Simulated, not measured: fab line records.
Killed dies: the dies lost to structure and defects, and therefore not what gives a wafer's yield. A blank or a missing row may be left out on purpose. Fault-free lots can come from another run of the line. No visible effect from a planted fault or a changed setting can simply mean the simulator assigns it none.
fab line records	flow n5-finfet
record lots=6	wafers=18	last-day=17
route steps=1938 shown MOL_CONTACT_COAG@519 BEOL_M4@1111 PASSIVATION@1936
lots with no fault: from the same line, run without faults
start-h: hours from the record's first day to the start of the lot's first wafer shown	wait-h: how many hours have passed since the lot's step before this one	" same as the row above	L1.1+2: several wafers, shown together as one row	- value missing, or start not given	* or withheld: withheld	< > ~ a bound
route shown NAME@n: a module of which the file shows steps, and the number in the route of the first	usual: mean and standard deviation over wafers with no fault	same: alike in all rows	chamber/n: place in a boat	sites: the reading at each site	_std_site: how widely they spread, as a standard deviation	_edge_site: the outer-site mean with the inner-site mean subtracted	radius-mm: for every site, how far away it sits from the centre of the wafer	mask NAME#n: copy n	behind: the tool/chamber that last shaped the wafer	hold: what put the lot on hold/how long, in hours/how the hold closed	device: the transistor (n, p or np) that didn't switch	end of line: tests run on the same wafers once the route is complete	for a step that has no rows: nothing shown but its recipe	killed: at the first sort, the dies lost to defects and structure; wafer yield is something else	map: a wafer's dies, x killed, . not, _ none there
set.NAME: setting as actually run; set.NAME@STEP: the setting as run at that earlier step	model.NAME: the simulator's own value behind a step, which no gauge read
certain route steps with their lots: each step a table, each wafer a row
services: a tool's chamber out of use, with start hour (start-h, from the record's first day; less than 0 if before it), hours out, and reason
## steps
# step N5_MOL_CONTACT_COAG_COAT_58
# recipe resist=underlayer	temp-c=205	time-s=60	spin-rpm=1500	resist-thk-nm=10
# step N5_MOL_CONTACT_COAG_COAT_02
# recipe resist=CAR-EUV	spin-rpm=1500	resist-thk-nm=30
# step N5_MOL_CONTACT_COAG_EBR_04
# recipe solvent=PGMEA	ebr-width-mm=1.5
# step N5_MOL_CONTACT_COAG_SOFTBAKE_03
# recipe temp-c=110	time-s=60	resist=CAR-EUV
# step N5_MOL_CONTACT_COAG_EXPOSE_05
# recipe mask-id=CA	na=0.33	source-shape=annular	sigma-inner=0.4	sigma-outer=0.8	polarization=unpolarized	defocus-nm=0	dose-mj=38.25
# step N5_MOL_CONTACT_COAG_PEB_06
# recipe peb-temp-c=100	peb-time-s=60	resist=CAR-EUV
# step N5_MOL_CONTACT_COAG_DEVELOP_07
# recipe develop-time-s=30	developer=TMAH	resist=CAR-EUV	rinse-liquid=surfactant-rinse	dry=air-spin	dev-temp-c=23
# step N5_MOL_CONTACT_COAG_CD_MEAS_08
# recipe target-cd-nm=28	landing-energy-ev=500	detector=se-inlens	polarity=opening
# usual cd-nm=27.99/0.25
lot.wafer	tool	chamber	start-h	wait-h	cd-nm
L115.2	cd-sem-03	0	88.83	-	28.02
L115.4	"	0	"	"	27.70
L115.5	"	0	"	"	27.97
L121.2	cd-sem-03	0	125.35	-	27.74
L121.3	"	0	"	"	28.10
L121.6	"	0	"	"	27.99
L127.3	cd-sem-02	0	160.74	-	27.98
L127.5	"	0	"	"	27.75
L127.6	"	0	"	"	28.18
L129.1	cd-sem-02	0	173.17	-	27.84
L129.4	"	0	"	"	28.03
L129.6	"	0	"	"	28.03
L136.3	cd-sem-03	0	213.43	-	27.96
L136.4	"	0	"	"	27.78
L136.5	"	0	"	"	27.96
L138.3	cd-sem-01	0	225.73	-	28.27
L138.4	"	0	"	"	27.56
L138.6	"	0	"	"	27.94
# step N5_MOL_CONTACT_COAG_OVL_MEAS_09
# recipe points-per-wafer=522
# usual CA_OVL=0.2/0.66
lot.wafer	tool	chamber	start-h	wait-h	CA_OVL[nm]
L115.2	overlay-02	0	88.87	0.0	0.6
L115.4	"	0	"	"	1.3
L115.5	"	0	"	"	1.1
L121.2	overlay-01	0	125.38	0.0	0.6
L121.3	"	0	"	"	0.1
L121.6	"	0	"	"	0.1
L127.3	overlay-02	0	160.78	0.0	1.4
L127.5	"	0	"	"	1.0
L127.6	"	0	"	"	0.3
L129.1	overlay-01	0	173.21	0.0	-0.3
L129.4	"	0	"	"	0.5
L129.6	"	0	"	"	0.1
L136.3	overlay-01	0	213.47	0.0	0.1
L136.4	"	0	"	"	-0.1
L136.5	"	0	"	"	-0.2
L138.3	overlay-02	0	225.77	0.0	-0.5
L138.4	"	0	"	"	-0.3
L138.6	"	0	"	"	0.8
# step N5_MOL_CONTACT_COAG_INSPECT_10
# recipe mode=adi	inspect-instrument=brightfield
# usual raw-defect-count=69/23
lot.wafer	tool	chamber	start-h	wait-h	raw-defect-count
L115.2	defect-inspect-02	-	88.92	0.0	60
L115.4	"	-	"	"	66
L115.5	"	-	"	"	55
L121.2	defect-inspect-02	-	125.43	0.0	62
L121.3	"	-	"	"	34
L121.6	"	-	"	"	91
L127.3	defect-inspect-01	-	160.82	0.0	96
L127.5	"	-	"	"	55
L127.6	"	-	"	"	92
L129.1	defect-inspect-02	-	173.26	0.1	94
L129.4	"	-	"	"	63
L129.6	"	-	"	"	43
L136.3	defect-inspect-01	-	213.52	0.0	114
L136.4	"	-	"	"	86
L136.5	"	-	"	"	82
L138.3	defect-inspect-01	-	225.82	0.0	88
L138.4	"	-	"	"	62
L138.6	"	-	"	"	85
# step N5_MOL_CONTACT_COAG_DESCUM_13
# recipe chemistry=O2	time-s=7	source-power-w=50	bias-power-w=20	pressure-mtorr=20	rf-frequency-hz=2.712e+07	temp-c=40	resist=CAR-EUV	o2-flow-sccm=225
# usual drypump-motor-current-A=5.6/0.43	oes-product-au=0.77/0.088	rf-vpp-V=243.1/1.3	showerhead-plenum-p-Torr=2.09/0.073	throttle-valve-pct=20.39/0.2
lot.wafer	tool	chamber	start-h	wait-h	drypump-motor-current-A	oes-product-au	rf-hours-counter-h	rf-vpp-V	showerhead-plenum-p-Torr	throttle-valve-pct
L115.2	rie-diel-05	3	88.95	0.0	5.2	0.68	236	244.4	2.06	20.76
L115.4	"	0	"	"	5.7	0.73	162	242.9	2.08	20.42
L115.5	"	1	"	"	5.2	0.74	-	242.5	2.09	20.39
L121.2	rie-diel-03	2	125.54	0.1	6.1	0.75	147	244.0	2.02	20.47
L121.3	"	0	"	"	6.1	0.83	81	244.0	2.04	20.52
L121.6	"	3	"	"	5.6	0.93	-	243.1	2.05	20.28
L127.3	rie-diel-05	3	160.99	0.2	5.2	0.95	7	243.4	2.05	20.46
L127.5	"	2	"	"	5.6	0.75	-	244.6	2.17	20.10
L127.6	"	1	"	"	5.2	0.73	-	243.2	2.08	20.44
L129.1	rie-diel-05	3	173.35	0.1	5.2	0.93	13	240.5	2.05	20.48
L129.4	"	1	"	"	5.2	0.72	-	245.1	2.08	20.43
L129.6	"	1	"	"	5.3	0.72	-	244.2	2.08	20.42
L136.3	rie-diel-06	3	213.55	0.0	6.4	0.70	212	241.7	1.98	20.36
L136.4	"	0	"	"	5.1	0.69	249	244.5	2.17	20.79
L136.5	"	2	"	"	5.7	0.94	-	247.2	2.24	20.18
L138.3	rie-diel-06	3	225.85	0.0	6.4	0.71	216	242.0	1.98	20.35
L138.4	"	3	"	"	6.4	0.71	-	240.4	1.98	20.35
L138.6	"	2	"	"	5.7	0.93	-	244.2	2.23	20.21
# step N5_MOL_CONTACT_COAG_ETCH_59
# recipe chemistry=N2/H2	target=underlayer	target-depth-a=130	mask-material=CAR-EUV	time-s=10.4	ion-energy-ev=200	pressure-mtorr=30	source-w=840	bias-w=150	n2-flow-sccm=200	h2-flow-sccm=200	ends=cleared
# usual drypump-motor-current-A=5.6/0.42	etch-rf-on-time-s=10.33/0.25	oes-product-au=0.66/0.072	rf-vpp-V=523.6/2.6	showerhead-plenum-p-Torr=2.53/0.084	throttle-valve-pct=17.78/0.21
lot.wafer	tool	chamber	start-h	wait-h	drypump-motor-current-A	etch-rf-on-time-s	oes-product-au	rf-hours-counter-h	rf-vpp-V	showerhead-plenum-p-Torr	throttle-valve-pct
L115.2	rie-diel-05	3	88.99	0.0	5.2	10.16	0.59	236	523.2	2.50	18.21
L115.4	"	0	"	"	5.7	10.37	0.64	162	524.7	2.53	17.82
L115.5	"	1	"	"	5.2	10.42	0.64	-	523.5	2.54	17.86
L121.2	rie-diel-03	2	125.58	0.0	6.2	10.02	0.66	147	521.9	2.45	17.98
L121.3	"	0	"	"	6.1	10.01	0.72	81	521.5	2.46	17.67
L121.6	"	3	"	"	5.6	10.25	0.79	-	521.8	2.49	17.69
L127.3	rie-diel-05	3	161.02	0.0	5.2	9.87	0.82	7	521.3	2.49	17.86
L127.5	"	2	"	"	5.6	10.28	0.64	-	526.6	2.63	17.53
L127.6	"	1	"	"	5.2	10.42	0.63	-	523.6	2.53	17.93
L129.1	rie-diel-05	3	173.40	0.0	5.2	9.95	0.79	13	524.7	2.49	17.88
L129.4	"	1	"	"	5.2	10.58	0.61	-	523.9	2.53	17.94
L129.6	"	1	"	"	5.2	10.56	0.62	-	523.2	2.53	17.94
L136.3	rie-diel-06	3	213.59	0.0	6.5	10.46	0.60	212	520.6	2.41	17.79
L136.4	"	0	"	"	5.1	10.75	0.58	249	526.6	2.60	18.09
L136.5	"	2	"	"	5.7	10.73	0.79	-	529.1	2.72	17.54
L138.3	rie-diel-06	3	225.88	0.0	6.4	10.45	0.60	216	519.2	2.40	17.81
L138.4	"	3	"	"	6.4	10.44	0.60	-	520.5	2.40	17.80
L138.6	"	2	"	"	5.7	10.64	0.78	-	528.2	2.72	17.54
# step N5_MOL_CONTACT_COAG_ETCH_105
# recipe chemistry=CF4	target=SiARC	target-depth-a=156	mask-material=CAR-EUV	time-s=26	ion-energy-ev=80	pressure-mtorr=40	source-w=545	bias-w=36	Ar_flow_sccm=100	cf4-flow-sccm=100	ends=cleared
# usual drypump-motor-current-A=5.6/0.43	etch-rf-on-time-s=25.8/0.58	oes-product-au=0.66/0.073	rf-vpp-V=184.0/1.1	showerhead-plenum-p-Torr=2.13/0.067	throttle-valve-pct=15.57/0.18
lot.wafer	tool	chamber	start-h	wait-h	drypump-motor-current-A	etch-rf-on-time-s	oes-product-au	rf-hours-counter-h	rf-vpp-V	showerhead-plenum-p-Torr	throttle-valve-pct
L115.2	rie-diel-05	3	89.01	0.0	5.2	25.2	0.60	236	183.2	2.11	16.00
L115.4	"	0	"	"	5.7	25.6	0.63	162	183.7	2.13	15.65
L115.5	"	1	"	"	5.2	25.9	0.65	-	183.8	2.13	15.59
L121.2	rie-diel-03	2	125.60	0.0	6.2	25.3	0.65	147	182.5	2.05	15.58
L121.3	"	0	"	"	6.1	25.1	0.72	81	184.3	2.08	15.57
L121.6	"	3	"	"	5.6	25.9	0.78	-	182.2	2.10	15.43
L127.3	rie-diel-05	3	161.04	0.0	5.2	24.9	0.82	7	182.8	2.10	15.56
L127.5	"	2	"	"	5.7	15.1	0.89	-	185.4	2.22	15.35
L127.6	"	1	"	"	5.2	26.2	0.62	-	183.8	2.12	15.63
L129.1	rie-diel-05	3	173.43	0.0	5.2	14.7	1.12	13	183.9	2.10	15.58
L129.4	"	1	"	"	5.2	26.1	0.62	-	183.4	2.12	15.63
L129.6	"	1	"	"	5.2	26.1	0.62	-	182.9	2.12	15.65
L136.3	rie-diel-06	3	213.61	0.0	6.4	26.1	0.61	212	181.8	2.04	15.65
L136.4	"	0	"	"	5.0	26.8	0.59	249	183.4	2.19	15.88
L136.5	"	2	"	"	5.7	26.4	0.80	-	183.5	2.27	15.31
L138.3	rie-diel-06	3	225.90	0.0	6.4	26.1	0.60	216	182.0	2.04	15.63
L138.4	"	3	"	"	6.4	25.8	0.61	-	182.3	2.04	15.65
L138.6	"	2	"	"	5.6	26.4	0.79	-	185.7	2.27	15.32
# step N5_MOL_CONTACT_COAG_ETCH_106
# recipe chemistry=N2/H2	target=SOC	target-depth-a=800	overetch-a=160	mask-material=SiARC	temp-c=40	time-s=120	ion-energy-ev=200	pressure-mtorr=30	source-w=840	bias-w=150	n2-flow-sccm=200	h2-flow-sccm=200
# usual drypump-motor-current-A=5.6/0.43	oes-product-au=0.69/0.074	rf-vpp-V=523.5/2.5	showerhead-plenum-p-Torr=2.53/0.084	throttle-valve-pct=17.76/0.21
lot.wafer	tool	chamber	start-h	wait-h	drypump-motor-current-A	oes-product-au	rf-hours-counter-h	rf-vpp-V	showerhead-plenum-p-Torr	throttle-valve-pct
L115.2	rie-diel-05	3	89.04	0.0	5.2	0.62	236	522.9	2.50	18.17
L115.4	"	0	"	"	5.7	0.66	162	523.1	2.53	17.77
L115.5	"	1	"	"	5.2	0.68	-	524.2	2.54	17.86
L121.2	rie-diel-03	2	125.62	0.0	6.2	0.69	147	522.6	2.45	17.94
L121.3	"	0	"	"	6.1	0.74	81	520.4	2.46	17.65
L121.6	"	3	"	"	5.6	0.82	-	523.8	2.49	17.65
L127.3	rie-diel-05	3	161.07	0.0	5.2	0.83	7	522.8	2.49	17.84
L127.5	"	2	"	"	5.7	0.66	-	524.9	2.63	17.49
L127.6	"	1	"	"	5.2	0.66	-	525.2	2.53	17.92
L129.1	rie-diel-05	3	173.47	0.0	5.2	0.82	13	522.9	2.49	17.85
L129.4	"	1	"	"	5.2	0.65	-	522.1	2.53	17.92
L129.6	"	1	"	"	5.2	0.66	-	522.4	2.53	17.91
L136.3	rie-diel-06	3	213.64	0.0	6.4	0.63	212	518.5	2.41	17.78
L136.4	"	0	"	"	5.0	0.62	249	526.9	2.60	18.06
L136.5	"	2	"	"	5.7	0.84	-	527.9	2.72	17.50
L138.3	rie-diel-06	3	225.93	0.0	6.4	0.63	216	520.1	2.40	17.78
L138.4	"	3	"	"	6.4	0.63	-	518.7	2.40	17.76
L138.6	"	2	"	"	5.6	0.83	-	527.9	2.72	17.52
# step N5_BEOL_M4_RC_MEAS_101
# usual DIBL_N=35.8/1.8	DIBL_P=35.6/2	IOFF_N=0.148/0.028	IOFF_P=0.20/0.034	ION_N=672/12	ION_P=462/8.5	SS_N=71.2/0.65	SS_P=73.1/0.67	VT_N=251/3.3	VT_P=-251/3.8
lot.wafer	tool	chamber	start-h	wait-h	DIBL_N[mV/V]	DIBL_P[mV/V]	IOFF_N[nA/um]	IOFF_P[nA/um]	ION_N[uA/um]	ION_P[uA/um]	SS_N[mV/dec]	SS_P[mV/dec]	VT_N[mV]	VT_P[mV]
L115.2	prober-02	0	159.32	0.2	32.9	34.5	0.131	0.15	678	454	70.7	72.3	253	-257
L115.4	"	0	"	"	35.3	36.7	0.157	0.18	682	457	72.1	72.9	251	-256
L115.5	"	0	"	"	32.1	33.1	0.114	0.14	654	446	71.1	72.3	255	-258
L121.2	prober-02	0	203.90	0.2	34.6	33.3	0.128	0.19	672	465	70.6	71.7	251	-252
L121.3	"	0	"	"	33.7	33.0	0.118	0.17	659	458	70.4	72.7	253	-253
L121.6	"	0	"	"	33.9	33.1	0.118	0.17	670	466	70.5	72.6	252	-251
L127.3	prober-01	0	242.45	0.3	35.0	36.5	0.149	0.22	667	466	71.0	73.6	250	-251
L127.5	"	0	"	"	35.1	36.5	0.157	0.22	676	465	71.2	73.3	248	-248
L127.6	"	0	"	"	35.4	36.0	0.158	0.21	665	458	71.1	73.4	248	-250
L129.1	prober-01	0	244.70	0.0	33.6	33.7	0.123	0.17	668	458	71.1	72.9	253	-252
L129.4	"	0	"	"	33.3	32.5	0.119	0.18	658	459	70.8	72.1	253	-251
L129.6	"	0	"	"	31.8	30.4	0.091	0.14	643	453	71.6	71.2	258	-256
L136.3	prober-01	0	290.62	0.3	36.1	36.8	0.140	0.20	661	454	71.8	73.3	253	-249
L136.4	"	0	"	"	38.2	38.9	0.176	0.23	672	461	72.2	73.3	248	-251
L136.5	"	0	"	"	36.3	37.5	0.148	0.20	662	455	71.2	74.3	250	-250
L138.3	prober-02	0	311.02	0.3	34.3	34.4	0.142	0.20	690	471	70.7	72.1	253	-250
L138.4	"	0	"	"	37.9	38.2	0.200	0.25	686	472	71.2	73.8	247	-247
L138.6	"	0	"	"	38.1	38.1	0.214	0.26	705	481	71.2	72.8	243	-244
# step N5_PASSIVATION_PROBE_49
# usual defect-limited-yield=91.3/1.5	killed_at_M0_to_M3=34/11	killed_at_M4_up=14/6.1	killed-at-contacts=12/5.9	killed-at-front-end=39/11	killed-at-other=4/3.3	killed-dies=102/18	killed-open=67/13	killed-short=33/7.9	sort_bin_5_function=5.1/1	sort_bin_6_memory=3.3/0.7	sort_bin_8_speed=0.1/0.69	sort-n-pass=1077/19	sort-yield-pct=91.3/1.6
# same gross-dies=1180	killed-at-back-side=0	sort_bin_4_leakage[%]=0
lot.wafer	tool	chamber	start-h	wait-h	defect-limited-yield[%]	killed_at_M0_to_M3	killed_at_M4_up	killed-at-contacts	killed-at-front-end	killed-at-other	killed-dies	killed-open	killed-short	sort_bin_5_function[%]	sort_bin_6_memory[%]	sort_bin_8_speed[%]	sort-n-pass	sort-yield-pct[%]
L115.2	prober-01	-	253.59	0.1	89.4	30	13	14	62	6	125	88	37	6.5	3.5	0	1055	89.4
L115.4	prober-01	-	253.69	0.2	91.7	32	7	13	42	4	98	62	33	4.8	3.1	0	1082	91.7
L115.5	prober-01	-	253.74	0.2	92.9	37	11	6	28	2	84	61	22	4.7	2.2	0	1096	92.9
L127.5	prober-02	-	343.22	0.2	89.9	44	19	16	40	0	119	80	33	6.2	3.4	0	1061	89.9
L129.1	prober-01	-	343.61	0.0	92.4	30	19	8	30	3	90	59	27	4.4	3.0	0	1090	92.4
L129.4	prober-01	-	343.76	0.2	90.6	35	20	11	39	6	111	74	37	5.5	3.6	0	1069	90.6
L129.6	prober-01	-	343.86	0.3	91.4	25	24	9	32	11	101	68	32	5.6	2.8	0.1	1078	91.4
# killed by level:class
L115.2 STI_FIN_REVEAL:geometric-particle:open=23 MOL_CONTACT_COAG:geometric-particle:open=11 FIN_SAQP:geometric-particle:open=8 FIN_SAQP:geometric-particle:short=7 BEOL_M0_SAQP:geometric-particle:open=7 BEOL_M1:geometric-particle:open=7 BEOL_M4:geometric-particle:open=6 STI_FIN_REVEAL:geometric-particle:short=5
L115.4 STI_FIN_REVEAL:geometric-particle:open=11 FIN_SAQP:geometric-particle:open=8 BEOL_M1:geometric-particle:open=8 MOL_CONTACT_COAG:geometric-particle:open=7 FIN_SAQP:geometric-particle:short=6 MOL_CONTACT_COAG:geometric-particle:short=6 BEOL_M2:geometric-particle:open=6 STARTING-WAFER:geometric-particle:short=6
L115.5 STI_FIN_REVEAL:geometric-particle:open=12 BEOL_M2:geometric-particle:open=11 BEOL_M1:geometric-particle:open=10 BEOL_M4:geometric-particle:open=7 MOL_CONTACT_COAG:geometric-particle:open=6 BEOL_M0:geometric-particle:short=4 FIN_SAQP:geometric-particle:short=3 STI_FIN_REVEAL:geometric-particle:short=3
L127.5 MOL_CONTACT_COAG:geometric-particle:open=14 BEOL_M4:geometric-particle:open=12 BEOL_M0_SAQP:geometric-particle:short=8 BEOL_M0_SAQP:geometric-particle:open=8 BEOL_M2:geometric-particle:open=8 BEOL_M3:geometric-particle:open=7 BEOL_M1:geometric-particle:open=6 STARTING-WAFER:geometric-particle:short=6
L129.1 BEOL_M4:geometric-particle:open=10 BEOL_M0_SAQP:geometric-particle:short=9 FIN_SAQP:geometric-particle:open=8 MOL_CONTACT_COAG:geometric-particle:open=8 BEOL_M0_SAQP:geometric-particle:open=7 STI_FIN_REVEAL:geometric-particle:open=5 BEOL_M3:geometric-particle:open=5 FIN_SAQP:geometric-particle:short=3
L129.4 FIN_SAQP:geometric-particle:open=11 BEOL_M3:geometric-particle:open=11 BEOL_M0_SAQP:geometric-particle:short=9 MOL_CONTACT_COAG:geometric-particle:open=9 FIN_SAQP:geometric-particle:short=8 BEOL_M0_SAQP:geometric-particle:open=8 BEOL_M4:geometric-particle:open=6 BEOL_M5:geometric-particle:open=5
L129.6 BEOL_M3:geometric-particle:open=11 BEOL_M4:geometric-particle:open=10 FIN_SAQP:geometric-particle:open=6 MOL_CONTACT_COAG:geometric-particle:open=6 GATE_CUT:geometric-particle:short=5 BEOL_M2:geometric-particle:open=5 DUMMY_GATE:geometric-particle:open=4 BEOL_M0_SAQP:geometric-particle:open=4
## services
tool	chamber	start-h	hours	kind
rie-diel-06	3	94.68	12.9	repair
rie-diel-03	1	121.14	-	clean
rie-diel-03	1	121.14	-	consumable-replace:focus-ring
rie-diel-03	1	121.14	33.9	scheduled-down
rie-diel-03	1	121.14	33.9	vent-cycle
rie-diel-05	3	128.67	-	clean
rie-diel-05	3	128.67	-	consumable-replace:focus-ring
rie-diel-05	3	128.67	11.6	scheduled-down
rie-diel-05	3	128.67	11.6	vent-cycle
rie-diel-06	2	158.01	-	clean
rie-diel-06	2	158.01	-	consumable-replace:focus-ring
rie-diel-06	2	158.01	-	consumable-replace:showerhead
rie-diel-06	2	158.01	24.5	scheduled-down
rie-diel-06	2	158.01	24.5	vent-cycle
rie-diel-05	2	169.34	16.3	repair
rie-diel-05	0	170.33	5.8	repair
rie-diel-06	0	219.61	-	clean
rie-diel-06	0	219.61	-	consumable-replace:focus-ring
rie-diel-06	0	219.61	23.5	scheduled-down
rie-diel-06	0	219.61	23.5	vent-cycle
rie-diel-03	0	223.19	7.0	repair
## key
first-sign step=N5_MOL_CONTACT_COAG_ETCH_105	reading=etch-rf-on-time-s	direction=down	sigmas=19	usual=*	struck=*
effect step=N5_MOL_CONTACT_COAG_ETCH_105	reading=oes-product-au	direction=up	sigmas=4.7	usual=0.66	struck=1.00
met-at N5_MOL_CONTACT_COAG_ETCH_105
struck-wafers L127.5,L129.1
onset-between 89.01 161.04
fault kind=process-parameter-drift	tool=rie-diel-05	chamber=-	onset-h=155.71	steps=N5_MOL_CONTACT_COAG_ETCH_105	channel=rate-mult	offset=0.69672	shape=step	end-h=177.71	scope=struck-wafers-only
